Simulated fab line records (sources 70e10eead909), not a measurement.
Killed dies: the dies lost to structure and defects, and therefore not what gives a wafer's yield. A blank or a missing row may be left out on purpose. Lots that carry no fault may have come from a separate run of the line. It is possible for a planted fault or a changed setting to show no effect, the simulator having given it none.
Chamber matching | flow nand-harc | pecvd-01 running NHARC_A_STAIRCASE_DEP_417: 3 sister chambers
The step deposits Si3N4, target thk 60 nm. 6 wafers are shown with their chamber, then 9 later ones without.

EACH WAFER AND ITS CHAMBER
wafer  | chamber | heater-power-w (W)
L074.4 | 0       | 725
L079.1 | 1       | 861
L079.6 | 2       | 625
L081.2 | 1       | 870
L081.3 | 0       | 772
L081.6 | 2       | 615

WAFERS WITH NO CHAMBER GIVEN
wafer  | heater-power-w (W)
L083.3 | 592
L083.5 | 604
L083.6 | 754
L088.3 | 853
L088.4 | 839
L088.6 | 585
L090.3 | 843
L090.4 | 638
L090.5 | 828

WHICH CHAMBER EACH ONE RAN IN
wafer  | from the rows above | in truth
L083.3 | 2                   | 2
L083.5 | 2                   | 2
L083.6 | 0                   | 0
L088.3 | 1                   | 1
L088.4 | 1                   | 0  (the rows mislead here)
L088.6 | 2                   | 2
L090.3 | 1                   | 1
L090.4 | 2                   | 2
L090.5 | 1                   | 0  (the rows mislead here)
Placed correctly: 7 of 9. Not placeable from these rows: 0. 2 placed wrongly.
How it was worked out, from the rows above alone: a wafer's distance from a chamber is the root of the sum, over the readings, of the square of ((its reading less the chamber's mean) divided by the reading's scatter). The wafer belongs to the nearest chamber; if the next one is less than 2 further off, it can't be placed. Each chamber's mean is taken over the wafers shown for it. The scatter: the root of (the sum of the squares of (reading less its chamber's mean) over the shown wafers, divided by (wafers less chambers)).
